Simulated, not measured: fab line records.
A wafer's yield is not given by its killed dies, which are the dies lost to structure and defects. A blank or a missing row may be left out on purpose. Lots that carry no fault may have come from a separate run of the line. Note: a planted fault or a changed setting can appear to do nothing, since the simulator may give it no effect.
One fault through the eyes of 2 desks :: flow nand_harc :: each desk holds nothing but its own numbers, with what lay behind them at the end

THE DEFECT DESK
What the inspections along the route counted, lot by lot: means of the sampled wafers that have a number. If a lot's mean is further than 4 standard deviations from the usual mean, the lot is out of limits and carries the mark OUT (the distance appears in the brackets).
Columns: A = raw_defect_count at NHARC_A_M0_INSPECT_11, usual 80
lot: L136
first seen here: day 23 05:23
A: 111

lot: L137
first seen here: day 23 13:55
A: 54

lot: L135
first seen here: day 23 15:46
A: 18

lot: L138
first seen here: day 23 16:14
A: 99

lot: L140
first seen here: day 25 10:34
A: 79

lot: L142
first seen here: day 25 21:19
A: 75

lot: L150
first seen here: day 28 17:44
A: 109

lot: L148
first seen here: day 28 21:44
A: 138

lot: L151
first seen here: day 28 23:44
A: 107

lot: L153
first seen here: day 30 07:10
A: 72

lot: L152
first seen here: day 30 09:11
A: 118

lot: L155
first seen here: day 31 03:14
A: 30

lot: L158
first seen here: day 32 16:14
A: 41
Result from this desk: across the 13 lots, nothing is out of limits.

THE METROLOGY DESK
Lot by lot, what the gauges showed, no matter which tool ran the lot: averages of those sampled wafers that carry a number. If a lot's mean is further than 4 standard deviations from the usual mean, the lot is out of limits and carries the mark OUT (the distance appears in the brackets).
Columns: A = cd_nm at NHARC_A_M1_CD_MEAS_09, usual 120.4 nm
lot: L136
first seen here: day 23 09:17
A: 120.1

lot: L137
first seen here: day 23 17:52
A: 120.4

lot: L135
first seen here: day 23 19:48
A: 120.4

lot: L138
first seen here: day 23 20:19
A: 120.6

lot: L140
first seen here: day 25 14:24
A: 121.0

lot: L142
first seen here: day 26 01:31
A: 122.2

lot: L150
first seen here: day 28 21:34
A: 120.7

lot: L148
first seen here: day 29 01:44
A: 120.4

lot: L151
first seen here: day 29 03:38
A: 120.7

lot: L153
first seen here: day 30 10:59
A: 121.1

lot: L152
first seen here: day 30 13:01
A: 120.7

lot: L155
first seen here: day 31 07:05
A: 119.9

lot: L158
first seen here: day 32 20:20
A: 120.0
Result from this desk: across the 13 lots, nothing is out of limits.

TAKEN TOGETHER
The defect desk saw nothing out of limits.
Nothing out of limits was seen by the metrology desk.

WHAT THE SIMULATOR HAD PUT IN
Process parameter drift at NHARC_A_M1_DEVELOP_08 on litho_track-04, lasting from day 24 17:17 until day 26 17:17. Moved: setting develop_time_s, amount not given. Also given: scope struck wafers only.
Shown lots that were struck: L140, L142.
